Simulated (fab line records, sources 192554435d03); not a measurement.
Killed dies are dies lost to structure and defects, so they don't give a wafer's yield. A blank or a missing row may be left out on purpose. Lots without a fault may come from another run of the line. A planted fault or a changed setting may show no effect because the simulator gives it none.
A struck lot beside a sound one | flow n5_finfet | 15 steps out of a route of 1938
Sound: wafers L574.1, L574.2, L574.4. Struck: wafers L585.3, L585.5, L585.6. The cause comes at the end.
At each step with rows: each side's tool, then ch and its chambers, then its first start. Under that, the readings that differ: sound wafers | struck wafers | difference of the means | sigmas: that difference in standard deviations of wafers without a fault.
alike: readings whose means differ by less than 2 such deviations, and words and numbers that are the same on both sides. not compared: withheld readings, readings that some wafer has no value for, bounds like >300 that may hide the same value, and numbers for which the record gives no deviation and whose values overlap.
The two part at a step that has a row with sigmas, a row that says differs or no value, or rows on one side only. Numbers that don't overlap but have no deviation are shown without sigmas and don't part them. A reading that every wafer of one side lacks parts them only if that side has two wafers or more.

first, 7 steps without rows for these wafers: N5_MOL_CONTACT_COAG_COAT_77 (time 60 s, resist thk 10 nm); N5_MOL_CONTACT_COAG_COAT_78 (resist thk 40 nm); N5_MOL_CONTACT_COAG_EBR_80; N5_MOL_CONTACT_COAG_SOFTBAKE_79 (time 60 s); N5_MOL_CONTACT_COAG_EXPOSE_81 (exposes mask VG, defocus 0 nm); N5_MOL_CONTACT_COAG_PEB_82 (peb time 60 s); N5_MOL_CONTACT_COAG_DEVELOP_83 (develop time 30 s).
N5_MOL_CONTACT_COAG_CD_MEAS_84: target cd 25.1 nm.
  sound on cd_sem-01 ch 0, day 6 23:33; struck on cd_sem-03 ch 0, day 9 17:33
  alike: cd_nm
N5_MOL_CONTACT_COAG_OVL_MEAS_85:
  sound on overlay-01 ch 0, day 6 23:35; struck on overlay-02 ch 0, day 9 17:38
  alike: VG_OVL
N5_MOL_CONTACT_COAG_INSPECT_57: inspects for defects (brightfield).
  sound on defect_inspect-02, day 6 23:38; struck on defect_inspect-02, day 9 17:40
  alike: raw_defect_count
N5_MOL_CONTACT_COAG_DESCUM_88: chemistry O2, time 7 s.
  sound on rie_diel-05 ch 0,1,2, day 6 23:41; struck on rie_diel-05 ch 0,1,2, day 9 17:43
  alike: bias_power_w, chamber_pressure_mTorr, drypump_motor_current_A, oes_product_au, rf_vpp_V, showerhead_plenum_p_Torr, throttle_valve_pct
  not compared: rf_hours_counter_h
N5_MOL_CONTACT_COAG_ETCH_89: etches underlayer in N2/H2, target depth 13 nm, time 10.4 s.
  sound on rie_diel-05 ch 0,1,2, day 6 23:43; struck on rie_diel-05 ch 0,1,2, day 9 17:44
  alike: chamber_pressure_mTorr, drypump_motor_current_A, etch_rf_on_time_s, h2_flow_sccm, oes_product_au, rf_vpp_V, showerhead_plenum_p_Torr, throttle_valve_pct
  not compared: rf_hours_counter_h
N5_MOL_CONTACT_COAG_ETCH_90: etches SiARC in CF4, target depth 13 nm, time 21.7 s.
  sound on rie_diel-05 ch 0,1,2, day 6 23:44; struck on rie_diel-05 ch 0,1,2, day 9 17:46
  reading               | sound          | struck         | difference | sigmas
  etch_rf_on_time_s (s) | 21.3 21.5 21.3 | 13.0 13.0 12.8 | -8.4       | -18
  oes_product_au (a.u.) | 0.65 0.63 0.63 | 0.86 0.85 0.84 | +0.21      | +3
  alike: chamber_pressure_mTorr, drypump_motor_current_A, rf_vpp_V, showerhead_plenum_p_Torr, throttle_valve_pct
  not compared: rf_hours_counter_h
N5_MOL_CONTACT_COAG_ALD_131: deposits SiO2, target thk 5 nm, pulse time 1 s, co reactant pulse time 1 s.
  sound on ald_sin-04 ch 0,1,2, day 7 00:16; struck on ald_sin-02 ch 2,3, day 9 17:50
  alike: heater_power_w, precursor_pulse_height_rel
-- the record jumps here: 2 days lie between the struck wafers' starts before and after (it left off in module MOL_CONTACT_COAG and takes up again in module BEOL_M4, whose first step shown is number 1111 of the route) --
N5_BEOL_M4_RC_MEAS_101:
  sound on prober-01 ch 0, day 9 10:06; struck on prober-01 ch 0, day 12 03:37
  reading       | sound          | struck         | difference | sigmas
  ION_P (uA/um) | 484 468 481    | 463 460 455    | -18        | -2
  VT_P (mV)     | -243 -246 -244 | -252 -251 -253 | -8         | -2
  alike: DIBL_N, DIBL_P, IOFF_N, IOFF_P, ION_N, SS_N, SS_P, VT_N

WHERE THEY PART
First at N5_MOL_CONTACT_COAG_ETCH_90; last, within this record, at N5_BEOL_M4_RC_MEAS_101.

WHY: what the simulator had put in
Process parameter drift: rie_diel-05, from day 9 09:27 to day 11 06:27, at N5_MOL_CONTACT_COAG_ETCH_90. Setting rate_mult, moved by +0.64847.
